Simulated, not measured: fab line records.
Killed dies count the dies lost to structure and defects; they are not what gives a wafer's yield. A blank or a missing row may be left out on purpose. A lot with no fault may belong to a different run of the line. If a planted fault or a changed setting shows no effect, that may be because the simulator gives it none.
Matching of chambers / flow n5 finfet / N5_BEOL_M9_STRIP_19 on rie diel-02 has 4 sister chambers
The step strips in O2. 4 wafers are shown with their chamber, then 11 later ones without.

## WAFERS PAIRED WITH THEIR CHAMBERS
wafer=L083.3; chamber=3; showerhead plenum p Torr (Torr)=2.15
wafer=L087.2; chamber=1; showerhead plenum p Torr (Torr)=2.22
wafer=L087.5; chamber=2; showerhead plenum p Torr (Torr)=1.99
wafer=L091.2; chamber=0; showerhead plenum p Torr (Torr)=2.14

## WAFERS WITHOUT THEIR CHAMBER
wafer=L091.3; showerhead plenum p Torr (Torr)=1.98
wafer=L091.6; showerhead plenum p Torr (Torr)=1.98
wafer=L095.2; showerhead plenum p Torr (Torr)=1.98
wafer=L095.3; showerhead plenum p Torr (Torr)=2.15
wafer=L095.5; showerhead plenum p Torr (Torr)=1.98
wafer=L093.3; showerhead plenum p Torr (Torr)=2.21
wafer=L093.5; showerhead plenum p Torr (Torr)=2.14
wafer=L093.6; showerhead plenum p Torr (Torr)=2.15
wafer=L097.1; showerhead plenum p Torr (Torr)=2.21
wafer=L097.4; showerhead plenum p Torr (Torr)=1.98
wafer=L097.6; showerhead plenum p Torr (Torr)=2.14

## EACH ONE'S CHAMBER
wafer=L091.3; from the rows above=2; in truth=2
wafer=L091.6; from the rows above=2; in truth=2
wafer=L095.2; from the rows above=2; in truth=2
wafer=L095.3; from the rows above=can't be placed: 3 or 0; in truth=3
wafer=L095.5; from the rows above=2; in truth=2
wafer=L093.3; from the rows above=1; in truth=1
wafer=L093.5; from the rows above=can't be placed: 0 or 3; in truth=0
wafer=L093.6; from the rows above=can't be placed: 3 or 0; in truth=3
wafer=L097.1; from the rows above=1; in truth=1
wafer=L097.4; from the rows above=2; in truth=2
wafer=L097.6; from the rows above=can't be placed: 0 or 3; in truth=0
Placed correctly: 7 of 11. Not placeable from these rows: 4 (in 4, the candidates include the true chamber). Placed wrongly: 0.
How it was worked out, from the rows above alone: a wafer's distance from a chamber is the root of the sum, over the readings, of the square of ((its reading less the chamber's mean) divided by the reading's scatter). If the next closest chamber is less than 2 further off than the closest, the wafer can't be placed; otherwise it belongs to the closest. For every chamber, the mean is computed from those of its wafers that are shown. The scatter: with one shown wafer a chamber, the root of the mean of the squares of how far each hidden wafer lies from its nearest shown one.
